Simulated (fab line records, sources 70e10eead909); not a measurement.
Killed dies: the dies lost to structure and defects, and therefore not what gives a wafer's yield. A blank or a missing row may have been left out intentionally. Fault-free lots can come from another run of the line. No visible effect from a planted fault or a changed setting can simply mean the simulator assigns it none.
fab line records -- flow nandHarc -- part 1 of 2: steps 1 to 34 of 41
record lots=5, wafers=15, lastDay=32
route steps=1302 shown P_GATE@112
lots that met no fault: from a run of the same line without faults
startH: hours from the record's opening day to when the first of the lot's shown wafers began -- waitH: hours since the lot's step before -- " unchanged from the row above -- L1.1+2: a row that stands for several wafers -- - either no value or no given start -- * or withheld: withheld -- < > ~ a bound
route shown NAME@n: names a module that has steps shown in the file, with the first one's number in the route -- usual: mean/standard deviation taken from wafers without a fault -- same: alike in all rows -- chamber/n: place in a boat -- sites: each site's reading -- _std_site: standard deviation of those values -- _edge_site: mean of outer sites minus mean of inner sites -- radiusMm: for every site, how far away it sits from the centre of the wafer -- mask NAME#n: copy n -- behind: tool/chamber where the wafer was last shaped -- hold: why the lot went on hold/how many hours it stayed there/how the hold came to an end -- device: which transistor (n, p or np) failed to switch -- end of line: the route-end tests of the same wafers -- step lacking rows: just its recipe -- killed: not the wafer's yield, but the dies lost to structure and defects at the first sort -- map: a wafer's dies, marking killed ones x, the rest . and places with no die _
set.NAME: the setting the step ran with; set.NAME@STEP: the setting that earlier step ran with -- model.NAME: the simulator's own value behind a step, which no gauge read
certain route steps with their lots: each step a table, each wafer a row
services: the hour from which a tool's chamber was out of use, counted from the record's first day as startH (under 0 if before that day), plus the number of hours and why
## steps
# step NHARC_P_GATE_SRD_01
lot.wafer,tool,chamber,startH,waitH
L074.1+2+4,wetBench-07,"7,0,1",-,-
L078.1+3+5,wetBench-06,"3,4,5",-,-
L081.3+1+2,wetBench-06,"3,6,7",-,-
L085.2+5+4,wetBench-06,"3,6,7",-,-
L095.1+5+4,wetBench-07,"5,6,2",-,-
# step NHARC_P_GATE_OXIDE_02
# recipe targetThkA=375, tempC=950, pH2oTorr=720, oxTimeS=365, material=SiO2
# usual zonePowerTopPct=38.2/1.2
# same oxTimeS=365
lot.wafer,tool,chamber,startH,waitH,zonePowerTopPct
L074.1,furnace-04,0,76.58,-,37.4
L074.2,furnace-04,0,76.58,-,36.3
L074.4,furnace-04,0,76.58,-,37.7
L078.1,furnace-07,0,115.82,-,39.1
L078.3,furnace-07,0,115.82,-,38.6
L078.5,furnace-07,0,115.82,-,39.3
L081.1,furnace-08,0,150.95,-,39.5
L081.2,furnace-08,0,150.95,-,40.5
L081.3,furnace-08,0,150.95,-,41.3
L085.2,furnace-07,0,187.26,-,38.9
L085.4,furnace-07,0,187.26,-,39.1
L085.5,furnace-07,0,187.26,-,39.1
L095.1,furnace-04,0,286.43,-,37.1
L095.4,furnace-04,0,286.43,-,37.4
L095.5,furnace-04,0,286.43,-,36.6
# step NHARC_P_GATE_DEHYDRATE_03
# recipe tempC=150, timeS=120
# same timeS=120
lot.wafer,tool,chamber,startH,waitH
L074.1+2+4,lithoTrack-02,0,81.14,0.4
L078.1+3+5,lithoTrack-07,0,120.41,0.4
L081.1+2+3,lithoTrack-02,0,155.47,0.4
L085.2+4+5,lithoTrack-03,0,191.87,0.4
L095.1+4+5,lithoTrack-07,0,291.08,0.4
# step NHARC_P_GATE_HMDS_04
# recipe timeS=30
# same timeS=30
lot.wafer,tool,chamber,startH,waitH
L074.1+2+4,lithoTrack-02,0,-,-
L078.1+3+5,lithoTrack-07,0,-,-
L081.1+2+3,lithoTrack-02,0,-,-
L085.2+4+5,lithoTrack-03,0,-,-
L095.1+4+5,lithoTrack-07,0,-,-
# step NHARC_P_GATE_COAT_05
# recipe spinRpm=4690
lot.wafer,tool,chamber,startH,waitH
L074.1+2+4,lithoTrack-02,0,-,-
L078.1+3+5,lithoTrack-07,0,-,-
L081.1+2+3,lithoTrack-02,0,-,-
L085.2+4+5,lithoTrack-03,0,-,-
L095.1+4+5,lithoTrack-07,0,-,-
# step NHARC_P_GATE_SOFTBAKE_06
# recipe tempC=122, timeS=95
# same timeS=95
lot.wafer,tool,chamber,startH,waitH
L074.1+2+4,lithoTrack-02,0,-,-
L078.1+3+5,lithoTrack-07,0,-,-
L081.1+2+3,lithoTrack-02,0,-,-
L085.2+4+5,lithoTrack-03,0,-,-
L095.1+4+5,lithoTrack-07,0,-,-
# step NHARC_P_GATE_EBR_07
lot.wafer,tool,chamber,startH,waitH
L074.1+2+4,lithoTrack-02,0,-,-
L078.1+3+5,lithoTrack-07,0,-,-
L081.1+2+3,lithoTrack-02,0,-,-
L085.2+4+5,lithoTrack-03,0,-,-
L095.1+4+5,lithoTrack-07,0,-,-
# step NHARC_P_GATE_EXPOSE_08
# recipe na=0.6, doseMj=16.75, maskId=P_HV
lot.wafer,tool,chamber,startH,waitH,mask
L074.1+2+4,krfScanner-03,0,81.41,-,P_HV#0
L078.1+3+5,krfScanner-04,0,120.69,-,P_HV#0
L081.1+2+3,krfScanner-04,0,155.74,-,P_HV#0
L085.2+4+5,krfScanner-04,0,192.14,-,P_HV#0
L095.1+4+5,krfScanner-04,0,291.22,-,P_HV#0
# step NHARC_P_GATE_PEB_09
# recipe pebTempC=118, pebTimeS=85
lot.wafer,tool,chamber,startH,waitH
L074.1+2+4,lithoTrack-03,0,81.48,0.1
L078.1+3+5,lithoTrack-02,0,120.75,0.1
L081.1+2+3,lithoTrack-03,0,155.80,0.1
L085.2+4+5,lithoTrack-02,0,192.20,0.1
L095.1+4+5,lithoTrack-02,0,291.29,0.1
# step NHARC_P_GATE_DEVELOP_10
# recipe timeS=70
# same timeS=70
lot.wafer,tool,chamber,startH,waitH
L074.1+2+4,lithoTrack-03,0,-,-
L078.1+3+5,lithoTrack-02,0,-,-
L081.1+2+3,lithoTrack-03,0,-,-
L085.2+4+5,lithoTrack-02,0,-,-
L095.1+4+5,lithoTrack-02,0,-,-
# step NHARC_P_GATE_CD_MEAS_11
# recipe targetCdNm=1640, landingEnergyEv=500
# usual cdNm=1640.3/2.2
lot.wafer,tool,chamber,startH,waitH,cdNm
L074.1,cdSem-01,0,81.57,-,1640.0
L074.2,cdSem-01,0,81.57,-,1639.7
L074.4,cdSem-01,0,81.57,-,1642.4
L078.1,cdSem-01,0,120.84,-,1640.6
L078.3,cdSem-01,0,120.84,-,1639.0
L078.5,cdSem-01,0,120.84,-,1639.1
L081.1,cdSem-03,0,155.89,-,1638.8
L081.2,cdSem-03,0,155.89,-,1642.3
L081.3,cdSem-03,0,155.89,-,1635.2
L085.2,cdSem-03,0,192.29,-,1637.6
L085.4,cdSem-03,0,192.29,-,1640.0
L085.5,cdSem-03,0,192.29,-,1634.6
L095.1,cdSem-01,0,291.38,-,1641.9
L095.4,cdSem-01,0,291.38,-,1640.1
L095.5,cdSem-01,0,291.38,-,1642.6
# step NHARC_P_GATE_HARDBAKE_12
# recipe tempC=125, timeS=80
# same timeS=80
lot.wafer,tool,chamber,startH,waitH
L074.1+2+4,lithoTrack-02,0,81.65,-
L078.1+3+5,lithoTrack-03,0,120.92,-
L081.1+2+3,lithoTrack-07,0,155.97,-
L085.2+4+5,lithoTrack-07,0,192.37,-
L095.1+4+5,lithoTrack-07,0,291.46,-
# step NHARC_P_GATE_DESCUM_13
# recipe timeS=3, o2FlowSccm=200, arFlowSccm=0, biasPowerW=0, chemistry=O2
# usual drypumpMotorCurrentA=5.8/0.49, oesProductAu=1.005/0.015, rfVppV=58.0/0.88, showerheadPlenumPTorr=1.93/0.093, throttleValvePct=11.310/0.0098
# same timeS=3
lot.wafer,tool,chamber,startH,waitH,drypumpMotorCurrentA,oesProductAu,rfHoursCounterH,rfVppV,showerheadPlenumPTorr,throttleValvePct
L074.2,rieDiel-07,2,81.73,-,5.6,1.006,7,57.9,1.78,11.302
L074.4,rieDiel-07,3,81.73,-,5.7,0.978,7,58.7,1.87,11.306
L074.1,rieDiel-07,1,81.73,-,5.0,1.011,7,57.5,2.02,11.295
L078.1,rieDiel-13,3,121.00,-,6.2,1.027,10,58.7,1.86,11.299
L078.3,rieDiel-13,0,121.00,-,5.7,1.007,8,58.2,1.91,11.298
L078.5,rieDiel-13,0,121.00,-,5.7,0.998,-,56.9,1.91,11.300
L081.1,rieDiel-13,1,156.05,-,4.9,1.008,7,60.5,2.04,11.308
L081.3,rieDiel-13,2,156.05,-,6.5,1.014,10,57.4,2.01,11.309
L081.2,rieDiel-13,0,156.05,-,5.7,0.992,10,56.7,1.91,11.317
L085.4,rieDiel-13,3,192.48,-,6.2,1.024,0,58.3,1.86,11.315
L085.2,rieDiel-13,0,192.48,-,5.7,1.002,0,59.3,1.91,11.313
L085.5,rieDiel-13,2,192.48,-,6.6,1.022,-,56.1,2.01,11.332
L095.1,rieDiel-01,0,291.55,-,6.2,1.020,3,57.6,2.02,11.317
L095.4,rieDiel-01,1,291.55,-,5.2,1.013,3,57.5,2.05,11.311
L095.5,rieDiel-01,0,291.55,-,6.2,1.005,-,58.0,2.02,11.309
# step NHARC_P_GATE_ETCH_14
# recipe targetDepthA=488, chemistry=dHF, material=SiO2
lot.wafer,tool,chamber,startH,waitH
L074.4+1+2,wetBench-07,"5,0,1",81.87,0.1
L078.1+5+3,wetBench-05,"0,1,3",121.16,0.1
L081.1+2+3,wetBench-07,"5,6,1",156.20,0.1
L085.4+5+2,wetBench-06,"3,4,0",192.59,0.1
L095.1+4+5,wetBench-05,"3,5,7",291.68,0.1
# step NHARC_P_GATE_STRIP_15
# recipe timeS=780, tempC=130, chemistry=SPM
# same timeS=780
lot.wafer,tool,chamber,startH,waitH
L074.4+1+2,wetBench-07,"5,0,1",81.91,0.0
L078.1+5+3,wetBench-05,"0,1,3",121.20,0.0
L081.1+2+3,wetBench-07,"5,6,1",156.24,0.0
L085.4+5+2,wetBench-06,"3,4,0",192.63,0.0
L095.1+4+5,wetBench-05,"3,5,7",291.72,0.0
# step NHARC_P_GATE_PRECLEAN_71
# recipe timeS=*, tempC=50, bathAgeMin=0, chemistry=SC1
# usual h2o2FlowMLMin=56.61/0.18, nh4ohFlowMLMin=28.30/0.098
# same timeS=*
lot.wafer,tool,chamber,startH,waitH,h2o2FlowMLMin,nh4ohFlowMLMin
L074.4,wetBench-07,5,-,-,56.89,28.39
L074.1,wetBench-07,0,-,-,56.57,28.22
L074.2,wetBench-07,1,-,-,56.52,28.39
L078.1,wetBench-05,0,-,-,56.82,28.26
L078.5,wetBench-05,1,-,-,56.45,28.19
L078.3,wetBench-05,3,-,-,57.03,28.35
L081.1,wetBench-07,5,-,-,56.33,28.43
L081.2,wetBench-07,6,-,-,56.77,28.26
L081.3,wetBench-07,1,-,-,56.56,28.22
L085.4,wetBench-06,3,-,-,56.55,28.13
L085.5,wetBench-06,4,-,-,56.45,28.38
L085.2,wetBench-06,0,-,-,56.26,28.39
L095.1,wetBench-05,3,-,-,56.84,28.26
L095.4,wetBench-05,5,-,-,56.95,28.35
L095.5,wetBench-05,7,-,-,56.89,28.49
# step NHARC_P_GATE_SRD_72
lot.wafer,tool,chamber,startH,waitH
L074.4+1+2,wetBench-07,"5,0,1",-,-
L078.1+5+3,wetBench-05,"0,1,3",-,-
L081.1+2+3,wetBench-07,"5,6,1",-,-
L085.4+5+2,wetBench-06,"3,4,0",-,-
L095.1+4+5,wetBench-05,"3,5,7",-,-
# step NHARC_P_GATE_OXIDE_16
# recipe targetThkA=30, tempC=875, oxTimeS=392, material=SiO2
# usual zonePowerTopPct=33.4/1.2
# same oxTimeS=392
lot.wafer,tool,chamber,startH,waitH,zonePowerTopPct
L074.1,furnace-04,0,85.47,-,32.3
L074.2,furnace-04,0,85.47,-,32.1
L074.4,furnace-04,0,85.47,-,32.3
L078.1,furnace-07,0,125.19,-,34.4
L078.3,furnace-07,0,125.19,-,34.5
L078.5,furnace-07,0,125.19,-,34.7
L081.1,furnace-04,0,159.79,-,32.3
L081.2,furnace-04,0,159.79,-,32.0
L081.3,furnace-04,0,159.79,-,32.3
L085.2,furnace-07,0,196.05,-,34.1
L085.4,furnace-07,0,196.05,-,34.2
L085.5,furnace-07,0,196.05,-,33.9
L095.1,furnace-08,0,295.51,-,35.5
L095.4,furnace-08,0,295.51,-,35.2
L095.5,furnace-08,0,295.51,-,34.8
# step NHARC_P_GATE_CVD_17
# recipe targetThkA=1500, tempC=620, timeS=900, material=poly-Si
# usual zonePowerTopPct=19.8/2.3
# same timeS=900
lot.wafer,tool,chamber,startH,waitH,zonePowerTopPct
L074.1,lpcvdPoly-01,0,91.73,2.7,21.4
L074.2,lpcvdPoly-01,0,91.73,2.7,21.8
L074.4,lpcvdPoly-01,0,91.73,2.7,21.5
L078.1,lpcvdPoly-02,0,131.23,2.5,16.2
L078.3,lpcvdPoly-02,0,131.23,2.5,16.3
L078.5,lpcvdPoly-02,0,131.23,2.5,16.4
L081.1,lpcvdPoly-02,0,165.85,2.5,16.2
L081.2,lpcvdPoly-02,0,165.85,2.5,16.4
L081.3,lpcvdPoly-02,0,165.85,2.5,16.3
L085.2,lpcvdPoly-03,0,202.24,2.6,20.2
L085.4,lpcvdPoly-03,0,202.24,2.6,20.0
L085.5,lpcvdPoly-03,0,202.24,2.6,20.0
L095.1,lpcvdPoly-01,0,301.68,2.7,21.7
L095.4,lpcvdPoly-01,0,301.68,2.7,21.8
L095.5,lpcvdPoly-01,0,301.68,2.7,21.6
# step NHARC_P_GATE_HM_DEP_102
# recipe targetThkA=1200, tempC=400, material=aC
# usual throttleValvePct=35.000/0.0089
lot.wafer,tool,chamber,startH,waitH,throttleValvePct
L074.1,aclDep-01,0,95.06,1.1,35.004
L074.2,aclDep-01,0,95.06,1.1,34.991
L074.4,aclDep-01,0,95.06,1.1,34.994
L078.1,aclDep-02,0,135.19,1.7,35.005
L078.3,aclDep-02,0,135.19,1.7,34.991
L078.5,aclDep-02,0,135.19,1.7,34.994
L081.1,aclDep-01,0,168.44,0.4,35.004
L081.2,aclDep-01,0,168.44,0.4,35.008
L081.3,aclDep-01,0,168.44,0.4,35.007
L085.2,aclDep-02,0,204.96,0.5,34.986
L085.4,aclDep-02,0,204.96,0.5,34.993
L085.5,aclDep-02,0,204.96,0.5,35.002
L095.1,aclDep-03,0,312.10,8.2,34.989
L095.4,aclDep-03,0,312.10,8.2,35.006
L095.5,aclDep-03,0,312.10,8.2,35.009
# step NHARC_P_GATE_DEP_103
# recipe targetThkA=300, targetThkNm=30, tempC=400, flowSccm=200, rfW=350, material=SiON
# usual heaterPowerW=777/97
lot.wafer,tool,chamber,startH,waitH,heaterPowerW
L074.1,pecvd-03,1,95.72,0.6,860
L074.2,pecvd-03,2,95.72,0.6,649
L074.4,pecvd-03,2,95.72,0.6,626
L078.3,pecvd-03,2,135.85,0.3,634
L078.1,pecvd-03,1,135.85,0.3,778
L078.5,pecvd-03,0,135.85,0.3,900
L081.3,pecvd-03,0,169.23,0.5,941
L081.1,pecvd-03,1,169.23,0.5,838
L081.2,pecvd-03,2,169.23,0.5,569
L085.2,pecvd-01,0,205.58,0.5,861
L085.5,pecvd-01,1,205.58,0.5,917
L085.4,pecvd-01,2,205.58,0.5,768
L095.1,pecvd-03,0,312.82,0.6,777
L095.4,pecvd-03,1,312.82,0.6,849
L095.5,pecvd-03,0,312.82,0.6,813
# step NHARC_P_GATE_DEHYDRATE_18
# recipe tempC=150, timeS=120
# same timeS=120
lot.wafer,tool,chamber,startH,waitH
L074.1+2+4,lithoTrack-04,0,95.99,0.2
L078.1+3+5,lithoTrack-06,0,136.12,0.2
L081.1+2+3,lithoTrack-04,0,169.51,0.2
L085.2+4+5,lithoTrack-01,0,205.79,0.2
L095.1+4+5,lithoTrack-04,0,313.03,0.2
# step NHARC_P_GATE_HMDS_19
# recipe timeS=30
# same timeS=30
lot.wafer,tool,chamber,startH,waitH
L074.1+2+4,lithoTrack-04,0,-,-
L078.1+3+5,lithoTrack-06,0,-,-
L081.1+2+3,lithoTrack-04,0,-,-
L085.2+4+5,lithoTrack-01,0,-,-
L095.1+4+5,lithoTrack-04,0,-,-
# step NHARC_P_GATE_COAT_20
# recipe spinRpm=1500, resistThkNm=90
lot.wafer,tool,chamber,startH,waitH
L074.1+2+4,lithoTrack-04,0,-,-
L078.1+3+5,lithoTrack-06,0,-,-
L081.1+2+3,lithoTrack-04,0,-,-
L085.2+4+5,lithoTrack-01,0,-,-
L095.1+4+5,lithoTrack-04,0,-,-
# step NHARC_P_GATE_SOFTBAKE_21
# recipe tempC=105, timeS=55
# same timeS=55
lot.wafer,tool,chamber,startH,waitH
L074.1+2+4,lithoTrack-04,0,-,-
L078.1+3+5,lithoTrack-06,0,-,-
L081.1+2+3,lithoTrack-04,0,-,-
L085.2+4+5,lithoTrack-01,0,-,-
L095.1+4+5,lithoTrack-04,0,-,-
# step NHARC_P_GATE_EBR_22
lot.wafer,tool,chamber,startH,waitH
L074.1+2+4,lithoTrack-04,0,-,-
L078.1+3+5,lithoTrack-06,0,-,-
L081.1+2+3,lithoTrack-04,0,-,-
L085.2+4+5,lithoTrack-01,0,-,-
L095.1+4+5,lithoTrack-04,0,-,-
# step NHARC_P_GATE_EXPOSE_23
# recipe na=1.35, targetCdNm=120, doseMj=93.91, maskId=P_GATE
lot.wafer,tool,chamber,startH,waitH,mask
L074.1+2+4,arfiScanner-03,0,96.13,-,P_GATE#0
L078.1+3+5,arfiScanner-02,0,136.27,-,P_GATE#0
L081.1+2+3,arfiScanner-02,0,169.77,-,P_GATE#0
L085.2+4+5,arfiScanner-01,0,206.07,-,P_GATE#0
L095.1+4+5,arfiScanner-01,0,313.30,-,P_GATE#0
# step NHARC_P_GATE_PEB_24
# recipe pebTempC=100, pebTimeS=65
lot.wafer,tool,chamber,startH,waitH
L074.1+2+4,lithoTrack-01,0,96.19,0.1
L078.1+3+5,lithoTrack-01,0,136.33,0.1
L081.1+2+3,lithoTrack-01,0,169.83,0.1
L085.2+4+5,lithoTrack-01,0,206.12,0.1
L095.1+4+5,lithoTrack-04,0,313.36,0.1
# step NHARC_P_GATE_DEVELOP_25
# recipe developTimeS=35, devTempC=23
lot.wafer,tool,chamber,startH,waitH
L074.1+2+4,lithoTrack-01,0,-,-
L078.1+3+5,lithoTrack-01,0,-,-
L081.1+2+3,lithoTrack-01,0,-,-
L085.2+4+5,lithoTrack-01,0,-,-
L095.1+4+5,lithoTrack-04,0,-,-
# step NHARC_P_GATE_CD_MEAS_26
# recipe targetCdNm=120, landingEnergyEv=500
# usual cdNm=120.9/0.86
lot.wafer,tool,chamber,startH,waitH,cdNm
L074.1,cdSem-02,0,96.27,-,121.5
L074.2,cdSem-02,0,96.27,-,120.8
L074.4,cdSem-02,0,96.27,-,121.1
L078.1,cdSem-01,0,136.41,-,121.8
L078.3,cdSem-01,0,136.41,-,121.8
L078.5,cdSem-01,0,136.41,-,121.8
L081.1,cdSem-01,0,169.91,-,120.1
L081.2,cdSem-01,0,169.91,-,121.2
L081.3,cdSem-01,0,169.91,-,119.8
L085.2,cdSem-01,0,206.20,-,122.2
L085.4,cdSem-01,0,206.20,-,121.8
L085.5,cdSem-01,0,206.20,-,120.5
L095.1,cdSem-03,0,313.44,-,121.4
L095.4,cdSem-03,0,313.44,-,120.2
L095.5,cdSem-03,0,313.44,-,120.9
# step NHARC_P_GATE_OVL_MEAS_27
# usual overlayXNm=-0.2/1, overlayYNm=0.0/0.9
lot.wafer,tool,chamber,startH,waitH,overlayXNm,overlayYNm
L074.1,overlay-01,-,96.36,-,1.8,0.2
L074.2,overlay-01,-,96.36,-,1.8,-0.4
L074.4,overlay-01,-,96.36,-,2.0,-0.5
L078.1,overlay-01,-,136.49,-,0.0,1.7
L078.3,overlay-01,-,136.49,-,0.4,1.4
L078.5,overlay-01,-,136.49,-,0.4,1.5
L081.1,overlay-01,-,170.00,-,0.9,-2.0
L081.2,overlay-01,-,170.00,-,1.0,-1.6
L081.3,overlay-01,-,170.00,-,0.9,-1.7
L085.2,overlay-01,-,206.29,-,-0.7,0.4
L085.4,overlay-01,-,206.29,-,-0.8,0.0
L085.5,overlay-01,-,206.29,-,-0.3,0.1
L095.1,overlay-02,-,313.53,-,1.8,-1.5
L095.4,overlay-02,-,313.53,-,1.5,-1.2
L095.5,overlay-02,-,313.53,-,1.3,-1.6
# step NHARC_P_GATE_INSPECT_28
# usual rawDefectCount=5.9/3
lot.wafer,tool,chamber,startH,waitH,rawDefectCount
L074.1,defectInspect-01,-,96.39,0.0,7
L074.2,defectInspect-01,-,96.39,0.0,9
L074.4,defectInspect-01,-,96.39,0.0,4
L078.1,defectInspect-01,-,136.53,0.0,6
L078.3,defectInspect-01,-,136.53,0.0,5
L078.5,defectInspect-01,-,136.53,0.0,8
L081.1,defectInspect-01,-,170.04,0.0,6
L081.2,defectInspect-01,-,170.04,0.0,5
L081.3,defectInspect-01,-,170.04,0.0,4
L085.2,defectInspect-01,-,206.32,0.0,3
L085.4,defectInspect-01,-,206.32,0.0,11
L085.5,defectInspect-01,-,206.32,0.0,6
L095.1,defectInspect-02,-,313.57,0.0,3
L095.4,defectInspect-02,-,313.57,0.0,5
L095.5,defectInspect-02,-,313.57,0.0,4
# step NHARC_P_GATE_DESCUM_31
# recipe timeS=3, o2FlowSccm=200, arFlowSccm=0, biasPowerW=0, chemistry=O2
# usual drypumpMotorCurrentA=5.8/0.49, oesProductAu=1.005/0.016, rfVppV=57.8/0.97, showerheadPlenumPTorr=1.92/0.096, throttleValvePct=11.310/0.009
# same timeS=3
lot.wafer,tool,chamber,startH,waitH,drypumpMotorCurrentA,oesProductAu,rfHoursCounterH,rfVppV,showerheadPlenumPTorr,throttleValvePct
L074.2,rieDiel-01,3,96.46,0.1,5.9,1.038,3,55.0,1.80,11.307
L074.1,rieDiel-01,1,96.46,0.1,5.2,1.022,4,58.9,2.06,11.296
L074.4,rieDiel-01,1,96.46,0.1,5.3,1.013,-,57.6,2.06,11.293
L078.1,rieDiel-07,1,136.59,0.1,5.0,0.994,0,58.9,2.02,11.290
L078.3,rieDiel-07,0,136.59,0.1,6.5,0.981,0,57.3,1.86,11.317
L078.5,rieDiel-07,2,136.59,0.1,5.6,1.010,-,57.3,1.78,11.310
L081.2,rieDiel-01,2,170.11,0.1,5.9,0.983,8,58.1,1.86,11.315
L081.3,rieDiel-01,3,170.11,0.1,5.9,1.037,10,56.7,1.80,11.313
L081.1,rieDiel-01,0,170.11,0.1,6.2,1.013,10,58.5,2.02,11.312
L085.4,rieDiel-13,3,206.39,0.1,6.3,1.019,2,57.3,1.86,11.322
L085.2,rieDiel-13,1,206.39,0.1,4.9,0.999,1,57.9,2.04,11.312
L085.5,rieDiel-13,2,206.39,0.1,6.5,1.034,-,58.2,2.01,11.299
L095.4,rieDiel-07,2,313.63,0.1,5.7,0.994,0,57.2,1.78,11.330
L095.1,rieDiel-07,3,313.63,0.1,5.6,0.982,1,58.9,1.87,11.312
L095.5,rieDiel-07,2,313.63,0.1,5.6,0.998,-,57.2,1.78,11.298
# step NHARC_P_GATE_ETCH_104
# recipe targetDepthA=600, timeS=withheld, cf4FlowSccm=100, chf3FlowSccm=30, arFlowSccm=0, rfW=500, biasW=200, chemistry=CF4/CHF3
# usual cf4FlowSccm=100.1/0.34, drypumpMotorCurrentA=5.8/0.49, oesProductAu=0.955/0.024, rfVppV=370.8/2.6, showerheadPlenumPTorr=1.58/0.074, throttleValvePct=16.801/0.0098
lot.wafer,tool,chamber,startH,waitH,cf4FlowSccm,drypumpMotorCurrentA,oesProductAu,rfVppV,showerheadPlenumPTorr,throttleValvePct
L074.1,rieDiel-01,3,96.63,0.1,100.5,5.9,0.976,368.0,1.49,16.794
L074.2,rieDiel-01,2,96.63,0.1,99.9,5.9,0.945,368.3,1.54,16.784
L074.4,rieDiel-01,3,96.63,0.1,100.4,5.9,0.983,368.3,1.49,16.775
L078.1,rieDiel-07,1,136.68,0.1,99.6,5.0,0.954,374.3,1.66,16.803
L078.3,rieDiel-07,2,136.68,0.1,100.2,5.7,0.975,367.9,1.47,16.830
L078.5,rieDiel-07,0,136.68,0.1,100.2,6.5,0.962,369.5,1.54,16.804
L081.3,rieDiel-01,2,170.18,0.1,100.1,5.9,0.954,368.6,1.54,16.798
L081.1,rieDiel-01,3,170.18,0.1,100.3,5.9,1.003,366.3,1.49,16.803
L081.2,rieDiel-01,0,170.18,0.1,100.2,6.2,0.988,373.6,1.65,16.814
L085.2,rieDiel-13,1,206.48,0.1,99.6,4.9,0.923,373.5,1.67,16.782
L085.4,rieDiel-13,2,206.48,0.1,100.4,6.6,0.942,372.9,1.65,16.797
L085.5,rieDiel-13,0,206.48,0.1,99.9,5.7,0.919,371.8,1.57,16.803
L095.1,rieDiel-07,2,313.71,0.1,99.8,5.6,0.946,367.3,1.47,16.807
L095.4,rieDiel-07,3,313.71,0.1,100.2,5.6,0.945,369.6,1.54,16.798
L095.5,rieDiel-07,3,313.71,0.1,100.3,5.6,0.941,371.2,1.54,16.805
